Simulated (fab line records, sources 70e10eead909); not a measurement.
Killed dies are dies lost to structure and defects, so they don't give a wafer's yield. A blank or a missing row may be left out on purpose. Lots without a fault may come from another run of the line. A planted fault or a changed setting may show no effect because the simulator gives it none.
Chamber matching | flow nand_harc | NHARC_A_STAIRCASE_TRIM_229 on rie_diel-08: 4 sister chambers
The step chemistry O2, time 211.2 s. 18 wafers are shown with their chamber, then 9 later ones without.

WAFERS WITH THEIR CHAMBER
wafer  | chamber | drypump_motor_current_A (A) | showerhead_plenum_p_Torr (Torr) | rf_vpp_V (V)
L076.2 | 2       | 6.3                         | 3.53                            | 58.8
L076.3 | 1       | 5.7                         | 3.30                            | 57.6
L076.6 | 3       | 5.9                         | 3.34                            | 56.7
L077.2 | 0       | 4.9                         | 3.77                            | 57.3
L077.4 | 3       | 5.9                         | 3.34                            | 55.8
L077.5 | 1       | 5.7                         | 3.30                            | 55.6
L079.1 | 1       | 5.7                         | 3.30                            | 56.9
L079.4 | 2       | 6.3                         | 3.53                            | 59.1
L079.5 | 2       | 6.3                         | 3.53                            | 58.1
L081.2 | 3       | 5.9                         | 3.34                            | 58.3
L081.3 | 1       | 5.7                         | 3.29                            | 56.6
L081.4 | 2       | 6.3                         | 3.52                            | 57.3
L082.1 | 0       | 4.9                         | 3.76                            | 58.1
L082.3 | 2       | 6.3                         | 3.52                            | 58.8
L082.5 | 3       | 5.9                         | 3.33                            | 57.1
L083.3 | 0       | 4.9                         | 3.76                            | 57.7
L083.5 | 1       | 5.7                         | 3.29                            | 56.1
L083.6 | 0       | 4.8                         | 3.76                            | 57.6

SIGNATURES (means of the wafers above)
reading                  | chamber 0 | chamber 1 | chamber 2 | chamber 3 | scatter within a chamber
drypump_motor_current_A  | 4.875     | 5.700     | 6.300     | 5.900     | 0.0231
showerhead_plenum_p_Torr | 3.7625    | 3.2960    | 3.5260    | 3.3375    | 0.00528
rf_vpp_V                 | 57.675    | 56.560    | 58.420    | 56.975    | 0.756
Rule: a wafer's distance from a chamber is the root of the sum, over the readings, of the square of ((its reading less the chamber's mean) divided by the reading's scatter). The wafer belongs to the nearest chamber; if the next one is less than 2 further off, it can't be placed. The scatter: the root of (the sum of the squares of (reading less its chamber's mean) over the shown wafers, divided by (wafers less chambers)).

WAFERS WITHOUT THEIR CHAMBER
wafer  | drypump_motor_current_A (A) | showerhead_plenum_p_Torr (Torr) | rf_vpp_V (V)
L090.1 | 6.3                         | 3.51                            | 58.4
L090.2 | 4.9                         | 3.75                            | 58.0
L090.5 | 4.9                         | 3.75                            | 58.7
L092.1 | 5.7                         | 3.28                            | 56.1
L092.3 | 4.9                         | 3.74                            | 59.4
L092.5 | 5.9                         | 3.32                            | 58.4
L096.2 | 6.3                         | 3.49                            | 58.7
L096.4 | 5.9                         | 3.31                            | 57.4
L096.6 | 5.7                         | 3.80                            | 59.4

WHICH CHAMBER EACH WENT THROUGH
wafer  | from the rows above | in truth
L090.1 | 2                   | 2
L090.2 | 0                   | 0
L090.5 | 0                   | 0
L092.1 | 1                   | 1
L092.3 | 0                   | 0
L092.5 | 3                   | 3
L096.2 | 2                   | 2
L096.4 | 3                   | 3
L096.6 | 0                   | 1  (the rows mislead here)
Placed correctly: 8 of 9. Can't be placed from these rows: 0. Placed wrongly: 1.
